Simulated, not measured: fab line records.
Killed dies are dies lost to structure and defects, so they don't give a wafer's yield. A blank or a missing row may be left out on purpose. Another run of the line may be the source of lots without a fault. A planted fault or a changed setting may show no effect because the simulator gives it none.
Comparing a struck lot with a sound one ; flow n5-finfet ; 20 steps out of a route of 1938
Sound: the wafers L748.1, L748.2, L748.6. Struck: wafer L758.6. (L758.1 of the same lot was not struck and is left out.) The cause comes at the end.
Order at every step that has rows: each side's tool, ch and its chambers, its first start. Under that, the readings that differ: sound wafers ; struck wafers ; difference of the means ; sigmas: that difference in standard deviations of wafers without a fault.
alike: same words and numbers on both sides, and readings whose means sit less than 2 such deviations apart. not compared: any withheld reading, any reading some wafer has no value for, any bound like >300 that may hide the same value, and any number with overlapping values for which the record gives no deviation.
The two part at a step that has a row with sigmas, a row that says differs or no value, or rows on one side only. Non-overlapping numbers with no deviation appear without sigmas and do not part them. A reading that every wafer of one side lacks parts them only if that side has two wafers or more.

first, 9 steps without rows for these wafers: N5_BEOL_M2_COAT_67 (time 60 s, resist thk 60 nm); N5_BEOL_M2_COAT_68 (time 60 s, resist thk 12 nm); N5_BEOL_M2_COAT_76 (time 60 s, resist thk 5 nm); N5_BEOL_M2_COAT_22 (resist thk 30 nm); N5_BEOL_M2_EBR_24; N5_BEOL_M2_SOFTBAKE_23 (time 60 s); N5_BEOL_M2_EXPOSE_25 (exposes mask V1, defocus 5 nm); N5_BEOL_M2_PEB_26 (peb time 60 s); N5_BEOL_M2_DEVELOP_27 (develop time 30 s).
N5_BEOL_M2_CD_MEAS_28: target cd 26.2 nm, target cd y 24.1 nm.
  sound on cd-sem-01 ch 0, day 6 13:07; struck on cd-sem-01 ch 0, day 9 01:38
  alike: cd-nm
N5_BEOL_M2_OVL_MEAS_29:
  sound on overlay-02 ch 0, day 6 13:08; struck on overlay-01 ch 0, day 9 01:40
  alike: V1_OVL
N5_BEOL_M2_INSPECT_30: inspects for defects (brightfield).
  struck on defect-inspect-02, day 9 01:44; sound on defect-inspect-02, day 6 13:12
  alike: raw-defect-count
N5_BEOL_M2_DESCUM_33: chemistry O2, time 7 s.
  sound on rie-diel-02 ch 1,2, day 6 13:47; struck on rie-diel-02 ch 0, day 9 01:46
reading;sound;struck;difference;sigmas
model.CAR-EUV_of_BEOL_M2_COAT_22.thk-nm (nm);26 26 26;25;-1;
  alike: drypump-motor-current-A, oes-product-au, rf-vpp-V, showerhead-plenum-p-Torr, throttle-valve-pct
  not compared: rf-hours-counter-h
N5_BEOL_M2_ETCH_77: etches underlayer in N2/H2, target depth 6.5 nm, time 5.2 s.
  sound on rie-diel-02 ch 1,2, day 6 13:49; struck on rie-diel-02 ch 0, day 9 01:48
  alike: drypump-motor-current-A, etch-rf-on-time-s, oes-product-au, rf-vpp-V, showerhead-plenum-p-Torr, throttle-valve-pct
  not compared: rf-hours-counter-h
N5_BEOL_M2_ETCH_69: etches SiARC in CF4, target depth 15.6 nm, time 26 s.
  sound on rie-diel-02 ch 1,2, day 6 13:50; struck on rie-diel-02 ch 0, day 9 01:49
  alike: drypump-motor-current-A, etch-rf-on-time-s, oes-product-au, rf-vpp-V, showerhead-plenum-p-Torr, throttle-valve-pct
  not compared: rf-hours-counter-h
N5_BEOL_M2_ALD_98: deposits SiO2, target thk 2.5 nm, pulse time 1 s, co reactant pulse time 1 s.
  sound on ald-sin-01 ch 2,3, day 6 13:55; struck on ald-sin-04 ch 3, day 9 01:54
reading;sound;struck;difference;sigmas
heater-power-w (W);66 73 65;93;+25;+4
  alike: precursor-pulse-height-rel, susceptor-temp-C
N5_BEOL_M2_ETCHBACK_99: etches SiO2 in CHF3, target depth 5 nm, time 10.4 s.
  sound on rie-diel-01 ch 1,2, day 6 16:35; struck on rie-diel-02 ch 2, day 9 04:13
reading;sound;struck;difference;sigmas
model.CAR-EUV_of_BEOL_M2_COAT_22.thk-nm (nm);10.2 10.4 10.4;9.4;-0.9;
  alike: drypump-motor-current-A, oes-product-au, rf-vpp-V, showerhead-plenum-p-Torr, throttle-valve-pct
  not compared: rf-hours-counter-h
N5_BEOL_M2_ETCH_70: etches SOC in N2/H2, target depth 80 nm, overetch 24 nm, time 130 s.
  sound on rie-diel-01 ch 1,2, day 6 16:37; struck on rie-diel-02 ch 2, day 9 04:14
  alike: drypump-motor-current-A, oes-product-au, rf-vpp-V, showerhead-plenum-p-Torr, throttle-valve-pct
  not compared: rf-hours-counter-h
N5_BEOL_M4_RC_MEAS_101:
  sound on prober-01 ch 0, day 7 18:26; struck on prober-01 ch 0, day 10 07:20
reading;sound;struck;difference;sigmas
VT_P (mV);-247 -249 -246;-255;-8;-2
  alike: DIBL_N, DIBL_P, IOFF_N, IOFF_P, ION_N, ION_P, SS_N, SS_P, VT_N
following that, these wafers have no rows for 1 step: N5_PASSIVATION_PROBE_49.

## WHERE THEY PART
Last at N5_BEOL_M4_RC_MEAS_101 as far as this record goes, first at N5_BEOL_M2_ALD_98.

WHY: whatever the simulator had introduced
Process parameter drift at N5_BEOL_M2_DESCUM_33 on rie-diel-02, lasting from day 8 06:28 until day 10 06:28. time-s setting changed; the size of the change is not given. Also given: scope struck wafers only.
